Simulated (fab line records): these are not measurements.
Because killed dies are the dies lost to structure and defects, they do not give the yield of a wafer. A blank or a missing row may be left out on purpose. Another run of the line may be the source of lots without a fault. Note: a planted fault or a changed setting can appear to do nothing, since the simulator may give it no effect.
Lot-split experiment || flow n5_finfet || 21 wafers read across 7 lots, on a route 1938 steps long

SPLIT DETAILS
At N5_SDB_ALD_29 (deposits SiNx, target thk 30 nm, pulse time 1 s, ald cycles 600), the setting ald_cycles was moved away from the recipe's 600 on 5 of the 21 wafers read, by -11.7% to +7.7%. The other wafers ran this setting at the recipe's value.

THE PATH FROM SPLIT TO READING: the file shows 1 step between them
- N5_SDB_CMP_30: polishes, stops on poly-Si, t overpolish 1.54 s, target thk 30 nm

THE READING
SiNx_of_SDB_ALD_29.thk_nm (the simulator's own value, which no gauge read), in nm, at N5_DUMMY_REMOVAL_HM_STRIP_01 (strips SiNx in CH3F/O2, stops on poly-Si, target depth 4 nm, time 6.8 s). No usual value for it is given in the file. Across the 16 wafers here that went through the recipe, the average is 29.4 nm and the standard deviation 0.097 nm.

{"wafer": "L074.1", "tool, chamber at the split": "ald_sin-03, 0,3", "ald_cycles as run": 600, "against the recipe": "recipe", "SiNx_of_SDB_ALD_29.thk_nm, nm": 29.4, "against lot-mates on the recipe": "-"}
{"wafer": "L074.6", "tool, chamber at the split": "ald_sin-03, 0,3", "ald_cycles as run": 600, "against the recipe": "recipe", "SiNx_of_SDB_ALD_29.thk_nm, nm": 29.4, "against lot-mates on the recipe": "-"}
{"wafer": "L074.2", "tool, chamber at the split": "ald_sin-03, 3", "ald_cycles as run": 600, "against the recipe": "recipe", "SiNx_of_SDB_ALD_29.thk_nm, nm": 29.2, "against lot-mates on the recipe": "-"}
{"wafer": "L075.1", "tool, chamber at the split": "ald_sin-03, 1", "ald_cycles as run": 600, "against the recipe": "recipe", "SiNx_of_SDB_ALD_29.thk_nm, nm": 29.4, "against lot-mates on the recipe": "-"}
{"wafer": "L075.5", "tool, chamber at the split": "ald_sin-03, 1", "ald_cycles as run": 600, "against the recipe": "recipe", "SiNx_of_SDB_ALD_29.thk_nm, nm": 29.4, "against lot-mates on the recipe": "-"}
{"wafer": "L075.4", "tool, chamber at the split": "ald_sin-03, 2", "ald_cycles as run": 600, "against the recipe": "recipe", "SiNx_of_SDB_ALD_29.thk_nm, nm": 29.2, "against lot-mates on the recipe": "-"}
{"wafer": "L076.2", "tool, chamber at the split": "ald_sin-04, 0", "ald_cycles as run": 600, "against the recipe": "recipe", "SiNx_of_SDB_ALD_29.thk_nm, nm": 29.2, "against lot-mates on the recipe": "-"}
{"wafer": "L076.3", "tool, chamber at the split": "ald_sin-04, 3", "ald_cycles as run": 646, "against the recipe": "+7.7%", "SiNx_of_SDB_ALD_29.thk_nm, nm": 29.8, "against lot-mates on the recipe": "+0.6"}
{"wafer": "L076.6", "tool, chamber at the split": "ald_sin-04, 0", "ald_cycles as run": 646, "against the recipe": "+7.7%", "SiNx_of_SDB_ALD_29.thk_nm, nm": 30.8, "against lot-mates on the recipe": "+1.6"}
{"wafer": "L079.2", "tool, chamber at the split": "ald_sin-02, 1", "ald_cycles as run": 547, "against the recipe": "-8.8%", "SiNx_of_SDB_ALD_29.thk_nm, nm": 26.6, "against lot-mates on the recipe": -2.8}
{"wafer": "L079.3", "tool, chamber at the split": "ald_sin-02, 0,3", "ald_cycles as run": 600, "against the recipe": "recipe", "SiNx_of_SDB_ALD_29.thk_nm, nm": 29.4, "against lot-mates on the recipe": "-"}
{"wafer": "L079.4", "tool, chamber at the split": "ald_sin-02, 0,3", "ald_cycles as run": 600, "against the recipe": "recipe", "SiNx_of_SDB_ALD_29.thk_nm, nm": 29.4, "against lot-mates on the recipe": "-"}
{"wafer": "L080.3", "tool, chamber at the split": "ald_sin-03, 3", "ald_cycles as run": 600, "against the recipe": "recipe", "SiNx_of_SDB_ALD_29.thk_nm, nm": 29.4, "against lot-mates on the recipe": "-"}
{"wafer": "L080.5", "tool, chamber at the split": "ald_sin-03, 1,2", "ald_cycles as run": 530, "against the recipe": "-11.7%", "SiNx_of_SDB_ALD_29.thk_nm, nm": 26.2, "against lot-mates on the recipe": -3.2}
{"wafer": "L080.6", "tool, chamber at the split": "ald_sin-03, 1,2", "ald_cycles as run": 530, "against the recipe": "-11.7%", "SiNx_of_SDB_ALD_29.thk_nm, nm": 26.2, "against lot-mates on the recipe": -3.2}
{"wafer": "L092.1", "tool, chamber at the split": "ald_sin-03, 3", "ald_cycles as run": 600, "against the recipe": "recipe", "SiNx_of_SDB_ALD_29.thk_nm, nm": 29.6, "against lot-mates on the recipe": "-"}
{"wafer": "L092.4", "tool, chamber at the split": "ald_sin-03, 0,1", "ald_cycles as run": 600, "against the recipe": "recipe", "SiNx_of_SDB_ALD_29.thk_nm, nm": 29.4, "against lot-mates on the recipe": "-"}
{"wafer": "L092.5", "tool, chamber at the split": "ald_sin-03, 0,1", "ald_cycles as run": 600, "against the recipe": "recipe", "SiNx_of_SDB_ALD_29.thk_nm, nm": 29.4, "against lot-mates on the recipe": "-"}
{"wafer": "L096.2", "tool, chamber at the split": "ald_sin-03, 2,3", "ald_cycles as run": 600, "against the recipe": "recipe", "SiNx_of_SDB_ALD_29.thk_nm, nm": 29.4, "against lot-mates on the recipe": "-"}
{"wafer": "L096.4", "tool, chamber at the split": "ald_sin-03, 2,3", "ald_cycles as run": 600, "against the recipe": "recipe", "SiNx_of_SDB_ALD_29.thk_nm, nm": 29.4, "against lot-mates on the recipe": "-"}
{"wafer": "L096.6", "tool, chamber at the split": "ald_sin-03, 3", "ald_cycles as run": 600, "against the recipe": "recipe", "SiNx_of_SDB_ALD_29.thk_nm, nm": 29.4, "against lot-mates on the recipe": "-"}
Rows listing several chambers each stand for several wafers; the file does not say which wafer went through which chamber.

FIT RESULTS
A straight line over all 21 wafers: SiNx_of_SDB_ALD_29.thk_nm changes by +0.235 nm for each +1% of ald_cycles; r = +0.95; the points scatter about the line by 0.36 nm.
The same after taking each lot's own level away (the mean of its wafers on the recipe; 21 wafers): +0.244 nm for each +1%; r = +0.96; scatter 0.33 nm.
Per that fit: largest ald_cycles move, reading shift of 2.8 nm.
The lots' own levels span 29.20 to 29.47 nm, that is 2.8 times the standard deviation above.
Hence the lot-to-lot level has little effect on the slope; both slopes agree.
Check: with one of the wafers moved furthest among these (-11.7%) left out of the fit, the line predicts -2.88 nm for it against its lot-mates. Against them it came out at -3.2 nm.

THE OTHER SPLITS THESE WAFERS WENT THROUGH
Before the reading, these wafers also passed through other splits. Each is held against what the fit with the lots' levels taken away leaves over:
{"other split on the same wafers": "N5_SD_EPI_N_PEB_07 peb_temp_c", "wafers away from the commonest value": 8, "r with SiNx_of_SDB_ALD_29.thk_nm (lot level and that fit taken away)": "+0.04"}

THE WHOLE CHAIN: every reading that the file lists as answering this split, in the file's order
{"step": "N5_SDB_ALD_29", "what it does": "deposits SiNx, target thk 30 nm, pulse time 1 s, ald cycles 600", "reading": "SiNx_of_SDB_ALD_29.thk_nm (the simulator's own value, which no gauge read)", "change (the file's fit)": "+0.303 nm for each +1% of the setting", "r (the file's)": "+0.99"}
{"step": "N5_DUMMY_REMOVAL_HM_STRIP_01", "what it does": "strips SiNx in CH3F/O2, stops on poly-Si, target depth 4 nm, time 6.8 s", "reading": "SiNx_of_SDB_ALD_29.thk_nm (the simulator's own value, which no gauge read)", "change (the file's fit)": "+0.258 nm for each +1% of the setting", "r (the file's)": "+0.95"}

FILE'S OWN FIT
SiNx_of_SDB_ALD_29.thk_nm changes by +0.258 nm for each +1% of ald_cycles, r = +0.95.
